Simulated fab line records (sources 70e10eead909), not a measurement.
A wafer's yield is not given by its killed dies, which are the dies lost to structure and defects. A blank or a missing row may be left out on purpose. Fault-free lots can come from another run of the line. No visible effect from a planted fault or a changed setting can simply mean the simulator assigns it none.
Matching of chambers || flow nand_harc || NHARC_A_STAIRCASE_DEP_151 on pecvd-02 has 3 sister chambers
The step deposits SiO2, target thk 3800 nm. 6 wafers are shown with their chamber, then 8 later ones without.

WAFERS PAIRED WITH THEIR CHAMBERS
{"wafer": "L830.6", "chamber": 0, "heater_power_w (W)": 647}
{"wafer": "L832.4", "chamber": 2, "heater_power_w (W)": 521}
{"wafer": "L836.2", "chamber": 1, "heater_power_w (W)": 606}
{"wafer": "L836.4", "chamber": 0, "heater_power_w (W)": 582}
{"wafer": "L836.6", "chamber": 2, "heater_power_w (W)": 464}
{"wafer": "L835.2", "chamber": 1, "heater_power_w (W)": 693}

WAFERS WITHOUT THEIR CHAMBER
{"wafer": "L835.3", "heater_power_w (W)": 539}
{"wafer": "L835.6", "heater_power_w (W)": 594}
{"wafer": "L837.1", "heater_power_w (W)": 669}
{"wafer": "L837.2", "heater_power_w (W)": 552}
{"wafer": "L837.5", "heater_power_w (W)": 591}
{"wafer": "L840.2", "heater_power_w (W)": 727}
{"wafer": "L840.3", "heater_power_w (W)": 500}
{"wafer": "L840.6", "heater_power_w (W)": 586}

CHAMBER TAKEN BY EACH
{"wafer": "L835.3", "from the rows above": "can't be placed: 2 or 0 or 1", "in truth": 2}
{"wafer": "L835.6", "from the rows above": "can't be placed: 0 or 1 or 2", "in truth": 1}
{"wafer": "L837.1", "from the rows above": "can't be placed: 1 or 0", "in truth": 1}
{"wafer": "L837.2", "from the rows above": "can't be placed: 2 or 0 or 1", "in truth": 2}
{"wafer": "L837.5", "from the rows above": "can't be placed: 0 or 1 or 2", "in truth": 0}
{"wafer": "L840.2", "from the rows above": "can't be placed: 1 or 0", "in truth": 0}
{"wafer": "L840.3", "from the rows above": 2, "in truth": 2}
{"wafer": "L840.6", "from the rows above": "can't be placed: 0 or 1 or 2", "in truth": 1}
Correctly placed: 1 of 8. These rows do not allow placing 7 (true chamber among the candidates in 7). Wrongly placed: 0.
How it was worked out, from the rows above alone: a wafer's distance from a chamber is the root of the sum, over the readings, of the square of ((its reading less the chamber's mean) divided by the reading's scatter). If the next closest chamber is less than 2 further off than the closest, the wafer can't be placed; otherwise it belongs to the closest. The mean given for a chamber averages the wafers shown for that chamber. The scatter: the root of (the sum of the squares of (reading less its chamber's mean) over the shown wafers, divided by (wafers less chambers)).
